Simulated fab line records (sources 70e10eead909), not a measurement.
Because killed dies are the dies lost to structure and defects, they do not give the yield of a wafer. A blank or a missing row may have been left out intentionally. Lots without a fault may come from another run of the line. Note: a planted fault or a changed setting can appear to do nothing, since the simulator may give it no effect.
Matching of chambers ; flow nand_harc ; NHARC_A_ZERO_WELL_DESCUM_12 on rie_diel-02: 4 sister chambers
The step chemistry O2, time 3 s. 51 wafers are shown with their chamber, then 12 later ones without.

## WAFERS PAIRED WITH THEIR CHAMBERS
wafer;chamber;showerhead_plenum_p_Torr (Torr);drypump_motor_current_A (A);oes_product_au (a.u.)
L075.1;1;1.85;5.8;0.993
L075.4;2;1.98;5.8;0.994
L075.6;0;1.98;6.4;1.000
L076.2;0;1.98;6.4;1.001
L076.4;2;1.98;5.8;0.994
L076.5;1;1.85;5.8;1.001
L077.1;0;1.98;6.4;1.006
L077.2;2;1.98;5.8;1.010
L077.5;0;1.98;6.4;0.995
L078.2;1;1.85;5.9;1.000
L078.5;2;1.98;5.8;0.986
L078.6;1;1.85;5.9;1.010
L080.2;0;1.98;6.3;0.996
L080.3;3;1.92;5.3;0.984
L080.5;0;1.98;6.3;1.010
L081.2;2;1.98;5.8;0.995
L081.4;3;1.92;5.3;0.988
L081.5;0;1.98;6.4;1.002
L083.1;0;1.98;6.3;1.009
L083.4;1;1.85;5.8;1.008
L083.6;3;1.92;5.3;0.993
L084.1;3;1.92;5.3;0.985
L084.3;0;1.98;6.3;1.015
L084.6;0;1.98;6.4;1.005
L085.3;3;1.92;5.3;0.995
L085.4;2;1.98;5.8;0.991
L085.5;1;1.85;5.8;0.997
L086.3;1;1.85;5.8;0.994
L086.4;2;1.98;5.8;0.989
L086.6;0;1.98;6.4;1.015
L087.1;0;1.98;6.4;1.009
L087.2;3;1.92;5.3;0.990
L087.6;0;1.98;6.4;1.018
L088.1;3;1.92;5.3;0.997
L088.4;1;1.85;5.9;0.984
L088.5;2;1.97;5.8;0.986
L089.1;2;1.98;5.8;0.980
L089.2;3;1.92;5.3;1.000
L089.5;2;1.98;5.8;0.985
L090.1;0;1.98;6.3;1.001
L090.3;2;1.97;5.8;0.981
L090.4;3;1.92;5.3;0.988
L091.1;0;1.98;6.3;1.011
L091.3;2;1.97;5.8;0.982
L091.4;1;1.85;5.9;0.991
L091.2;3;1.92;5.3;1.000
L091.5;2;1.97;5.8;0.984
L091.6;1;1.85;5.8;0.983
L093.2;0;1.98;6.4;1.002
L093.3;3;1.92;5.3;0.996
L093.5;1;1.85;5.8;0.992

SIGNATURES, as means of the wafers listed above
reading;chamber 0;chamber 1;chamber 2;chamber 3;scatter within a chamber
showerhead_plenum_p_Torr;1.9800;1.8500;1.9769;1.9200;0.00243
drypump_motor_current_A;6.362;5.836;5.800;5.300;0.0366
oes_product_au;1.00594;0.99573;0.98900;0.99236;0.00739
Rule: a wafer's distance from a chamber is the root of the sum, over the readings, of the square of ((its reading less the chamber's mean) divided by the reading's scatter). If the next closest chamber is less than 2 further off than the closest, the wafer can't be placed; otherwise it belongs to the closest. The scatter: take each reading less its chamber's mean, square it, sum over the shown wafers, divide by the number of wafers less the number of chambers, and take the root.

## WAFERS WITH NO CHAMBER GIVEN
wafer;showerhead_plenum_p_Torr (Torr);drypump_motor_current_A (A);oes_product_au (a.u.)
L094.1;1.92;5.3;1.004
L094.4;1.85;5.8;0.978
L094.5;1.85;5.8;0.988
L095.1;1.85;5.9;0.998
L095.4;1.92;5.3;1.005
L095.5;1.92;5.3;0.994
L096.1;1.98;6.3;1.016
L096.5;1.92;5.4;0.988
L096.6;1.97;5.7;0.983
L097.1;1.98;6.3;1.010
L097.3;1.85;5.8;0.991
L097.4;1.98;6.3;1.005

## EACH ONE'S CHAMBER
wafer;from the rows above;in truth
L094.1;3;3
L094.4;1;1
L094.5;1;1
L095.1;1;1
L095.4;3;3
L095.5;3;3
L096.1;0;0
L096.5;3;3
L096.6;2;2
L097.1;0;0
L097.3;1;1
L097.4;0;0
Correctly placed: 12 of 12. Can't be placed from these rows: 0. Number placed wrongly: 0.
